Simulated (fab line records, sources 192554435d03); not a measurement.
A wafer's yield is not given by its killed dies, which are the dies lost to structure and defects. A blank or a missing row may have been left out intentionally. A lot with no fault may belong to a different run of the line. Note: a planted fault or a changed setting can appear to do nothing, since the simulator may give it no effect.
Lot-split experiment	flow n5 finfet	21 wafers read from 7 lots, route of 1938 steps

== THE SPLIT ITSELF ==
At N5_BEOL_M6_EXPOSE_08 (exposes mask M6), the setting dose mj was moved away from the recipe's 68.25 on 9 of the 21 wafers read, by -5.6% to +7.4%. For the rest of the wafers, this setting stayed at what the recipe calls for.

== FROM THE SPLIT TO THE READING: what the file shows between them, 10 steps ==
- N5_BEOL_M6_PEB_09: peb time 60 s
- N5_BEOL_M6_DEVELOP_10: develop time 30 s
- N5_BEOL_M6_CD_MEAS_11: target cd 38.5 nm
- N5_BEOL_M6_DESCUM_16: chemistry O2, time 7.9 s
- N5_BEOL_M6_ETCH_61: etches SiARC in CF4, target depth 45.5 nm, time 75.8 s
- N5_BEOL_M6_ETCH_62: etches SOC in N2/H2, target depth 110 nm, overetch 22 nm, time 165 s
- N5_BEOL_M6_STRIP_68: strips in N2/H2
- N5_BEOL_M6_STRIP_67: strips in CF4
- N5_BEOL_M6_HM_OPEN_17: chemistry Cl2/BCl3, target TiN, target depth 20 nm, overetch 6 nm
- N5_BEOL_M6_STRIP_19: strips in O2

== THE READING ==
cd nm, in nm, at N5_BEOL_M6_CD_MEAS_18 (pitch 80 nm, target cd 40 nm). Fault-free wafers of this fab line usually give 40.0 nm, standard deviation 0.45 nm.

wafer	tool, chamber at the split	dose mj as run	against the recipe	cd nm, nm	against lot-mates on the recipe
L074.1	arfi scanner-01, 0	69.72	+2.2%	41.7	+1.8
L074.3	arfi scanner-01, 0	68.25	recipe	40.2	-
L074.4	arfi scanner-01, 0	68.25	recipe	39.7	-
L077.2	arfi scanner-02, 0	73.31	+7.4%	43.8	+4.4
L077.3	arfi scanner-02, 0	68.25	recipe	39.4	-
L077.6	arfi scanner-02, 0	73.31	+7.4%	43.7	+4.3
L078.1	arfi scanner-01, 0	65.64	-3.8%	37.6	no lot-mate on the recipe
L078.2	arfi scanner-01, 0	65.64	-3.8%	38.0	no lot-mate on the recipe
L078.6	arfi scanner-01, 0	65.64	-3.8%	38.0	no lot-mate on the recipe
L080.2	arfi scanner-03, 0	71.87	+5.3%	42.7	+2.9
L080.3	arfi scanner-03, 0	68.25	recipe	39.8	-
L080.5	arfi scanner-03, 0	71.87	+5.3%	42.1	+2.3
L082.2	arfi scanner-03, 0	68.25	recipe	41.3	-
L082.3	arfi scanner-03, 0	68.25	recipe	41.1	-
L082.5	arfi scanner-03, 0	68.25	recipe	40.2	-
L086.1	arfi scanner-03, 0	68.25	recipe	40.5	-
L086.5	arfi scanner-03, 0	68.25	recipe	40.7	-
L086.6	arfi scanner-03, 0	64.4	-5.6%	37.2	-3.4
L095.1	arfi scanner-03, 0	68.25	recipe	40.3	-
L095.3	arfi scanner-03, 0	68.25	recipe	40.0	-
L095.4	arfi scanner-03, 0	68.25	recipe	39.9	-

THE FIT
A straight line over all 21 wafers: cd nm changes by +0.502 nm for each +1% of dose mj; r = +0.96; the points scatter about the line by 0.51 nm.
The same after taking each lot's own level away (the mean of its wafers on the recipe; 18 wafers): +0.569 nm for each +1%; r = +0.98; scatter 0.33 nm.
According to that fit, moving dose mj by its largest amount changes the reading by 4.2 nm.
Measured against the standard deviation above, the lots' own levels, which go from 39.40 to 40.87 nm, span 3.3 times it.
So the slope is not independent of the lot-to-lot level: the two fits are not the same.
Check: for one of the wafers moved furthest among these (+7.4%), held out of the fit, the line's prediction against its lot-mates is +4.13 nm. It came out at +4.4 nm against them.

== OTHER SPLITS ON THESE WAFERS ==
Note: prior to the reading, these wafers also went through further splits. Each is held against what the fit with the lots' levels taken away leaves over:
other split on the same wafers	wafers away from the commonest value	r with cd nm (lot level and that fit taken away)
N5_BEOL_M4_TRENCH_ETCH_37 source w	9	-0.37
N5_BEOL_M5_COAT_22 spin rpm	7	-0.01
N5_BEOL_M5_ETCH_68 bias w	6	+0.24
N5_BEOL_M6_HM_DEP_02 target thk a	6	-0.54

== THE WHOLE CHAIN: every reading that the file lists as answering this split, in the file's order ==
step	what it does	reading	change (the file's fit)	r (the file's)
N5_BEOL_M6_CD_MEAS_11	target cd 38.5 nm	cd nm	+0.506 nm for each +1% of the setting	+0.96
N5_BEOL_M6_ETCH_61	etches SiARC in CF4, target depth 45.5 nm, time 75.8 s	BEOL_M6.cd offset nm (the simulator's own value, which no gauge read)	+0.537 nm for each +1% of the setting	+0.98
N5_BEOL_M6_ETCH_62	etches SOC in N2/H2, target depth 110 nm, overetch 22 nm, time 165 s	BEOL_M6.cd offset nm (the simulator's own value, which no gauge read)	+0.555 nm for each +1% of the setting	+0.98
N5_BEOL_M6_CD_MEAS_18	pitch 80 nm, target cd 40 nm	cd nm	+0.581 nm for each +1% of the setting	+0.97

== THE FILE'S OWN FIT ==
cd nm changes by +0.581 nm for each +1% of dose mj, r = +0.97.
